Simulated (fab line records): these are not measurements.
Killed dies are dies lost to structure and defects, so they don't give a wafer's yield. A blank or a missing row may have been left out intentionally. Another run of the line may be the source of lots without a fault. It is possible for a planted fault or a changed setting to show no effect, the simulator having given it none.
Which tool was responsible? / flow n5-finfet / 10 lots, 29 wafers sampled, at 4 steps of a route of 1938

WHAT THE GAUGES SHOWED, per wafer
N5_BEOL_M14_OVL_MEAS_11.
lot=L266; measured=day 11 20:47; on=overlay-02; V13_OVL (nm)=-1 -4 -7
lot=L265; measured=day 12 05:44; on=overlay-01; V13_OVL (nm)=4 1 6
lot=L269; measured=day 12 14:48; on=overlay-02; V13_OVL (nm)=1 -3 -10
lot=L267; measured=day 12 19:58; on=overlay-01; V13_OVL (nm)=1 -1 -7
lot=L270; measured=day 12 21:52; on=overlay-01; V13_OVL (nm)=1 5 5
lot=L268; measured=day 13 00:53; on=overlay-01; V13_OVL (nm)=6 5 -2
lot=L276; measured=day 13 22:54; on=overlay-01; V13_OVL (nm)=-8 -9
lot=L275; measured=day 14 01:35; on=overlay-01; V13_OVL (nm)=-4 -4 -8
lot=L280; measured=day 16 07:05; on=overlay-01; V13_OVL (nm)=21 26 26
lot=L287; measured=day 17 06:12; on=overlay-02; V13_OVL (nm)=9 16 20

WHICH TOOL RAN EACH LOT (tool, then ch and the chambers of the sampled wafers, then the start)
lot=L266; N5_BEOL_M13_ANNEAL_48=rtp-anneal-02 ch 0, day 11 19:26; N5_BEOL_M13_CMP_49=cmp-01 ch 0,1,2, day 11 19:38; N5_BEOL_M14_EXPOSE_07=krf-scanner-01 ch 0, day 11 20:35
lot=L265; N5_BEOL_M13_ANNEAL_48=rtp-anneal-02 ch 0, day 12 04:18; N5_BEOL_M13_CMP_49=cmp-01 ch 0,2,3, day 12 04:40; N5_BEOL_M14_EXPOSE_07=krf-scanner-02 ch 0, day 12 05:32
lot=L269; N5_BEOL_M13_ANNEAL_48=rtp-anneal-01 ch 0, day 12 13:24; N5_BEOL_M13_CMP_49=cmp-04 ch 1,3, day 12 13:43; N5_BEOL_M14_EXPOSE_07=krf-scanner-02 ch 0, day 12 14:36
lot=L267; N5_BEOL_M13_ANNEAL_48=rtp-anneal-02 ch 0, day 12 18:42; N5_BEOL_M13_CMP_49=cmp-04 ch 0,2,3, day 12 19:01; N5_BEOL_M14_EXPOSE_07=krf-scanner-02 ch 0, day 12 19:46
lot=L270; N5_BEOL_M13_ANNEAL_48=rtp-anneal-01 ch 0, day 12 20:26; N5_BEOL_M13_CMP_49=cmp-02 ch 0,2,3, day 12 20:46; N5_BEOL_M14_EXPOSE_07=krf-scanner-01 ch 0, day 12 21:40
lot=L268; N5_BEOL_M13_ANNEAL_48=rtp-anneal-02 ch 0, day 12 23:30; N5_BEOL_M13_CMP_49=cmp-02 ch 2,3, day 12 23:45; N5_BEOL_M14_EXPOSE_07=krf-scanner-02 ch 0, day 13 00:41
lot=L276; N5_BEOL_M13_ANNEAL_48=rtp-anneal-01 ch 0, day 13 21:43; N5_BEOL_M13_CMP_49=cmp-01 ch 0,2, day 13 21:59; N5_BEOL_M14_EXPOSE_07=krf-scanner-01 ch 0, day 13 22:43
lot=L275; N5_BEOL_M13_ANNEAL_48=rtp-anneal-01 ch 0, day 14 00:17; N5_BEOL_M13_CMP_49=cmp-01 ch 0,2,3, day 14 00:34; N5_BEOL_M14_EXPOSE_07=krf-scanner-01 ch 0, day 14 01:23
lot=L280; N5_BEOL_M13_ANNEAL_48=rtp-anneal-02 ch 0, day 16 05:43; N5_BEOL_M13_CMP_49=cmp-04 ch 1,3, day 16 05:59; N5_BEOL_M14_EXPOSE_07=krf-scanner-01 ch 0, day 16 06:53
lot=L287; N5_BEOL_M13_ANNEAL_48=rtp-anneal-02 ch 0, day 17 04:43; N5_BEOL_M13_CMP_49=cmp-01 ch 0,1, day 17 05:04; N5_BEOL_M14_EXPOSE_07=krf-scanner-01 ch 0, day 17 05:59
- N5_BEOL_M13_ANNEAL_48: time 90 s.
- N5_BEOL_M13_CMP_49: polishes, stops on SiOC, t overpolish 17.1 s, target thk 420 nm.
- N5_BEOL_M14_EXPOSE_07: exposes mask V13.

WHAT THE TOOLS THEMSELVES READ (means of the sampled wafers that have a number; where no wafer has one, the mark that the record gives instead)
N5_BEOL_M13_ANNEAL_48.
lot=L266 tool=rtp-anneal-02 wafer_temp_C_max=225.8
lot=L265 tool=rtp-anneal-02 wafer_temp_C_max=226.0
lot=L269 tool=rtp-anneal-01 wafer_temp_C_max=226.5
lot=L267 tool=rtp-anneal-02 wafer_temp_C_max=225.9
lot=L270 tool=rtp-anneal-01 wafer_temp_C_max=226.4
lot=L268 tool=rtp-anneal-02 wafer_temp_C_max=226.5
lot=L276 tool=rtp-anneal-01 wafer_temp_C_max=226.6
lot=L275 tool=rtp-anneal-01 wafer_temp_C_max=226.3
lot=L280 tool=rtp-anneal-02 wafer_temp_C_max=226.3
lot=L287 tool=rtp-anneal-02 wafer_temp_C_max=226.1

N5_BEOL_M13_CMP_49.
lot=L266; tool=cmp-01; barrier-field-endpoint-s (s)=30.5; motor-current-A (A)=6.6; overpolish-run-s (s)=17.095; pad-life-wafers=1328
lot=L265; tool=cmp-01; barrier-field-endpoint-s (s)=30.1; motor-current-A (A)=6.6; overpolish-run-s (s)=17.105; pad-life-wafers=1412
lot=L269; tool=cmp-04; barrier-field-endpoint-s (s)=31.0; motor-current-A (A)=5.7; overpolish-run-s (s)=17.104; pad-life-wafers=1507
lot=L267; tool=cmp-04; barrier-field-endpoint-s (s)=31.2; motor-current-A (A)=5.4; overpolish-run-s (s)=17.101; pad-life-wafers=1562
lot=L270; tool=cmp-02; barrier-field-endpoint-s (s)=29.6; motor-current-A (A)=6.0; overpolish-run-s (s)=17.098; pad-life-wafers=32
lot=L268; tool=cmp-02; barrier-field-endpoint-s (s)=30.3; motor-current-A (A)=5.5; overpolish-run-s (s)=17.097; pad-life-wafers=50
lot=L276; tool=cmp-01; barrier-field-endpoint-s (s)=31.0; motor-current-A (A)=7.0; overpolish-run-s (s)=17.105; pad-life-wafers=1815
lot=L275; tool=cmp-01; barrier-field-endpoint-s (s)=30.8; motor-current-A (A)=6.6; overpolish-run-s (s)=17.100; pad-life-wafers=1837
lot=L280; tool=cmp-04; barrier-field-endpoint-s (s)=28.9; motor-current-A (A)=6.3; overpolish-run-s (s)=17.100; pad-life-wafers=92
lot=L287; tool=cmp-01; barrier-field-endpoint-s (s)=30.4; motor-current-A (A)=6.1; overpolish-run-s (s)=17.099; pad-life-wafers=116

N5_BEOL_M14_EXPOSE_07.
lot=L266; tool=krf-scanner-01; focus-offset-nm (nm)=-0.6; reticle-temp-C (C)=22.87
lot=L265; tool=krf-scanner-02; focus-offset-nm (nm)=0.6; reticle-temp-C (C)=23.01
lot=L269; tool=krf-scanner-02; focus-offset-nm (nm)=0.1; reticle-temp-C (C)=22.93
lot=L267; tool=krf-scanner-02; focus-offset-nm (nm)=0.4; reticle-temp-C (C)=22.99
lot=L270; tool=krf-scanner-01; focus-offset-nm (nm)=-0.4; reticle-temp-C (C)=22.95
lot=L268; tool=krf-scanner-02; focus-offset-nm (nm)=0.1; reticle-temp-C (C)=23.03
lot=L276; tool=krf-scanner-01; focus-offset-nm (nm)=-0.7; reticle-temp-C (C)=22.97
lot=L275; tool=krf-scanner-01; focus-offset-nm (nm)=0.0; reticle-temp-C (C)=23.02
lot=L280; tool=krf-scanner-01; focus-offset-nm (nm)=0.3; reticle-temp-C (C)=22.96
lot=L287; tool=krf-scanner-01; focus-offset-nm (nm)=-0.1; reticle-temp-C (C)=23.02

THE ANSWER, worked out from the rows above alone
Rule: what is usual is taken from the lots themselves. Put in order of their means at a reading, lots are off if they are a third of the lots or fewer, leave a main group of 4 or more, and stand apart from it by a gap of 3 or more times the standard deviation of the main group's means; of several such gaps the widest counts. If all means in a main group match to the digits the tables above print for the reading, that group is not used. A lot without any number at a reading at which 4 lots or more have one is off too. Any other lot the step has rows for is counted as sound. Order of review: gauges by route order, followed by the tools' own readings, for which a lot's mean as printed above is used. The first step at which some lot is off is used, and at that step the reading that is off furthest; a lot without a number counts as furthest.
Across all readings shown, no lot is off: no conclusion can be drawn from this.

WHAT HAD BEEN PUT IN BY THE SIMULATOR
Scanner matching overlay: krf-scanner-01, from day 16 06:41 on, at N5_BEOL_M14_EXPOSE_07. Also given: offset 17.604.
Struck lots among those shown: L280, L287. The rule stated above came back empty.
